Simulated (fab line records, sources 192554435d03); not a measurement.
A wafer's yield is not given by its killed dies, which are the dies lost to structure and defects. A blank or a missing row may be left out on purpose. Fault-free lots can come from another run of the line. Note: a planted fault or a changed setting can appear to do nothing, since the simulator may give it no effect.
Chamber matching -- flow n5-finfet -- N5_BEOL_M10_DESCUM_16 on rie-diel-06: 4 sister chambers
The step chemistry O2, time 7.9 s. 4 wafers are shown with their chamber, then 10 later ones without.

== WAFERS PAIRED WITH THEIR CHAMBERS ==
wafer,chamber,throttle-valve-pct (%)
L085.4,2,20.34
L086.6,3,20.56
L092.1,0,20.60
L092.4,1,19.95

== WAFERS WITH NO CHAMBER GIVEN ==
wafer,throttle-valve-pct (%)
L092.6,20.56
L091.1,20.55
L091.2,20.61
L091.3,20.37
L094.1,20.61
L094.5,20.58
L094.6,20.59
L096.1,20.63
L096.2,20.38
L096.4,20.59

== WHICH CHAMBER EACH WENT THROUGH ==
wafer,from the rows above,in truth
L092.6,can't be placed: 3 or 0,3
L091.1,can't be placed: 3 or 0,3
L091.2,can't be placed: 0 or 3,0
L091.3,2,2
L094.1,can't be placed: 0 or 3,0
L094.5,can't be placed: 3 or 0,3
L094.6,can't be placed: 0 or 3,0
L096.1,can't be placed: 0 or 3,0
L096.2,2,2
L096.4,can't be placed: 0 or 3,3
2 of 10 placed correctly. Not placeable from these rows: 8 (in 8, the candidates include the true chamber). 0 placed wrongly.
How it was worked out, from the rows above alone: a wafer's distance from a chamber is the root of the sum, over the readings, of the square of ((its reading less the chamber's mean) divided by the reading's scatter). The wafer belongs to the nearest chamber; if the next one is less than 2 further off, it can't be placed. Each chamber's mean is taken over the wafers shown for it. The scatter (one wafer shown for each chamber): square how far every hidden wafer sits from the nearest shown wafer, average those squares and take the square root.
